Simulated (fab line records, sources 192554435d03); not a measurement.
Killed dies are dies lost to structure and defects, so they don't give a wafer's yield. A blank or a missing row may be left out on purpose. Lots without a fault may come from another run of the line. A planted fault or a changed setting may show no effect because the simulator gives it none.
Split-lot experiment | flow n5_finfet | 7 lots, 39 wafers read, on a route of 1938 steps

THE SPLIT
At N5_BEOL_M6_SPUTTER_48 (material Cu, target thk 10 nm, time 1.667 s), the setting target_thk_a was moved away from the recipe's 100 angstrom on 6 of the 39 wafers read, by -50.6% to -44.1%. The other wafers ran this setting at the recipe's value.

FROM THE SPLIT TO THE READING: what the file shows between them, 6 steps
- N5_BEOL_M6_ECD_50: material Cu, target thk 300 nm
- N5_BEOL_M6_ANNEAL_51: time 90 s
- N5_BEOL_M6_CMP_52: polishes, stops on SiCOH lowk, t overpolish 6.9 s, target thk 80 nm
- N5_BEOL_M6_PRE_CLEAN_55: time 15 s
- N5_BEOL_M6_DEP_56: deposits SiCN from 3MS/NH3, target thk 10 nm, time 17.5 s
- N5_BEOL_M6_RS_MEAS_57: measures by four-point-probe

THE READING
raw_defect_count, at N5_BEOL_M6_INSPECT_58 (inspects for defects (darkfield)). Fault-free wafers of this fab line usually give 68, standard deviation 22.

wafer  | tool, chamber at the split | target_thk_a as run, angstrom | against the recipe | raw_defect_count | against lot-mates on the recipe
L076.1 | pvd_sputter-02, -          | 100                           | recipe             | 93               | -
L076.4 | pvd_sputter-02, -          | 100                           | recipe             | 100              | -
L076.5 | pvd_sputter-02, -          | 100                           | recipe             | 115              | -
L077.1 | pvd_sputter-02, -          | 100                           | recipe             | 54               | -
L077.2 | pvd_sputter-02, -          | 100                           | recipe             | 69               | -
L077.3 | pvd_sputter-02, -          | 100                           | recipe             | 73               | -
L077.4 | pvd_sputter-02, -          | 100                           | recipe             | 57               | -
L077.5 | pvd_sputter-02, -          | 100                           | recipe             | 62               | -
L077.6 | pvd_sputter-02, -          | 100                           | recipe             | 77               | -
L078.1 | pvd_sputter-02, -          | 100                           | recipe             | 65               | -
L078.2 | pvd_sputter-02, -          | 100                           | recipe             | 67               | -
L078.3 | pvd_sputter-02, -          | 49.43                         | -50.6%             | 185              | +113
L078.4 | pvd_sputter-02, -          | 49.43                         | -50.6%             | 161              | +89
L078.5 | pvd_sputter-02, -          | 100                           | recipe             | 85               | -
L078.6 | pvd_sputter-02, -          | 49.43                         | -50.6%             | 198              | +126
L079.1 | pvd_sputter-01, -          | 55.93                         | -44.1%             | 133              | +70
L079.2 | pvd_sputter-01, -          | 55.93                         | -44.1%             | 137              | +74
L079.3 | pvd_sputter-01, -          | 55.93                         | -44.1%             | 127              | +64
L079.4 | pvd_sputter-01, -          | 100                           | recipe             | 63               | -
L079.5 | pvd_sputter-01, -          | 100                           | recipe             | 64               | -
L079.6 | pvd_sputter-01, -          | 100                           | recipe             | 63               | -
L086.1 | pvd_sputter-03, -          | 100                           | recipe             | 35               | -
L086.2 | pvd_sputter-03, -          | 100                           | recipe             | 58               | -
L086.3 | pvd_sputter-03, -          | 100                           | recipe             | 47               | -
L086.4 | pvd_sputter-03, -          | 100                           | recipe             | 41               | -
L086.5 | pvd_sputter-03, -          | 100                           | recipe             | 81               | -
L086.6 | pvd_sputter-03, -          | 100                           | recipe             | 41               | -
L088.1 | pvd_sputter-02, -          | 100                           | recipe             | 68               | -
L088.2 | pvd_sputter-02, -          | 100                           | recipe             | 102              | -
L088.3 | pvd_sputter-02, -          | 100                           | recipe             | 103              | -
L088.4 | pvd_sputter-02, -          | 100                           | recipe             | 81               | -
L088.5 | pvd_sputter-02, -          | 100                           | recipe             | 80               | -
L088.6 | pvd_sputter-02, -          | 100                           | recipe             | 90               | -
L091.1 | pvd_sputter-02, -          | 100                           | recipe             | 68               | -
L091.2 | pvd_sputter-02, -          | 100                           | recipe             | 74               | -
L091.3 | pvd_sputter-02, -          | 100                           | recipe             | 94               | -
L091.4 | pvd_sputter-02, -          | 100                           | recipe             | 51               | -
L091.5 | pvd_sputter-02, -          | 100                           | recipe             | 88               | -
L091.6 | pvd_sputter-02, -          | 100                           | recipe             | 43               | -

THE FIT
A straight line over all 39 wafers: raw_defect_count changes by -1.84 for each +1% of target_thk_a; r = -0.84; the points scatter about the line by 21.
The same after taking each lot's own level away (the mean of its wafers on the recipe; 39 wafers): -1.9 for each +1%; r = -0.92; scatter 14.
On that fit, the largest move of target_thk_a shifts the reading by 96.
The lots' own levels span 50.5 to 102.7, that is 2.4 times the standard deviation above.
So the lot-to-lot level changes the slope little: the two slopes agree.
Check: with one of the wafers moved furthest among these (-50.6%) left out of the fit, the line predicts +92.3 for it against its lot-mates. It came out at +113 against them.

OTHER SPLITS ON THESE WAFERS
These wafers also went through other splits before the reading. Each is held against what the fit with the lots' levels taken away leaves over:
other split on the same wafers        | wafers away from the commonest value | r with raw_defect_count (lot level and that fit taken away)
N5_FIN_SAQP_SPACER1_ALD_24 ald_cycles | 15                                   | -0.09
N5_SPACER0_ALD_00 ald_cycles          | 6                                    | +0.10
N5_BEOL_M6_TRENCH_ETCH_37 time_s      | 18                                   | +0.34

THE FILE'S OWN FIT
raw_defect_count changes by -1.9 for each +1% of target_thk_a, r = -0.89.
